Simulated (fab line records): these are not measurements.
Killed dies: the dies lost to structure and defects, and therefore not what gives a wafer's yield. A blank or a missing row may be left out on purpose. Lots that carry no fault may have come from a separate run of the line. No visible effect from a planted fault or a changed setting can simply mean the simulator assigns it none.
Matching of chambers / flow n5 finfet / N5_BEOL_M7_ILD_DEP_00 on pecvd-04 has 3 sister chambers
The step deposits SiCOH lowk from DEMS/porogen, target thk 179.75 nm, time 33.4 s. 6 wafers are shown with their chamber, then 9 later ones without.

== EACH WAFER AND ITS CHAMBER ==
wafer=L082.5; chamber=0; throttle valve pct (%)=14.2; showerhead plenum p Torr (Torr)=5.759
wafer=L091.4; chamber=0; throttle valve pct (%)=14.5; showerhead plenum p Torr (Torr)=5.772
wafer=L091.5; chamber=2; throttle valve pct (%)=13.5; showerhead plenum p Torr (Torr)=5.759
wafer=L092.2; chamber=1; throttle valve pct (%)=13.1; showerhead plenum p Torr (Torr)=5.707
wafer=L092.4; chamber=2; throttle valve pct (%)=13.3; showerhead plenum p Torr (Torr)=5.762
wafer=L092.6; chamber=1; throttle valve pct (%)=13.6; showerhead plenum p Torr (Torr)=5.702

== WAFERS WHOSE CHAMBER IS MISSING ==
wafer=L095.4; throttle valve pct (%)=13.4; showerhead plenum p Torr (Torr)=5.734
wafer=L095.5; throttle valve pct (%)=14.0; showerhead plenum p Torr (Torr)=5.739
wafer=L095.6; throttle valve pct (%)=13.1; showerhead plenum p Torr (Torr)=5.704
wafer=L097.2; throttle valve pct (%)=13.8; showerhead plenum p Torr (Torr)=5.750
wafer=L097.3; throttle valve pct (%)=13.2; showerhead plenum p Torr (Torr)=5.720
wafer=L097.6; throttle valve pct (%)=13.1; showerhead plenum p Torr (Torr)=5.712
wafer=L096.1; throttle valve pct (%)=13.6; showerhead plenum p Torr (Torr)=5.728
wafer=L096.3; throttle valve pct (%)=13.6; showerhead plenum p Torr (Torr)=5.729
wafer=L096.5; throttle valve pct (%)=13.5; showerhead plenum p Torr (Torr)=5.712

== EACH ONE'S CHAMBER ==
wafer=L095.4; from the rows above=can't be placed: 2 or 1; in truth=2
wafer=L095.5; from the rows above=can't be placed: 2 or 0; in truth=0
wafer=L095.6; from the rows above=1; in truth=1
wafer=L097.2; from the rows above=can't be placed: 2 or 0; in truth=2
wafer=L097.3; from the rows above=1; in truth=1
wafer=L097.6; from the rows above=1; in truth=1
wafer=L096.1; from the rows above=can't be placed: 1 or 2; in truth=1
wafer=L096.3; from the rows above=can't be placed: 1 or 2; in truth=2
wafer=L096.5; from the rows above=1; in truth=1
Placed correctly: 4 of 9. Not placeable from these rows: 5 (in 5, the candidates include the true chamber). 0 placed wrongly.
How it was worked out, from the rows above alone: a wafer's distance from a chamber is the root of the sum, over the readings, of the square of ((its reading less the chamber's mean) divided by the reading's scatter). If the next closest chamber is less than 2 further off than the closest, the wafer can't be placed; otherwise it belongs to the closest. Each chamber's mean is taken over the wafers shown for it. The scatter: take each reading less its chamber's mean, square it, sum over the shown wafers, divide by the number of wafers less the number of chambers, and take the root.
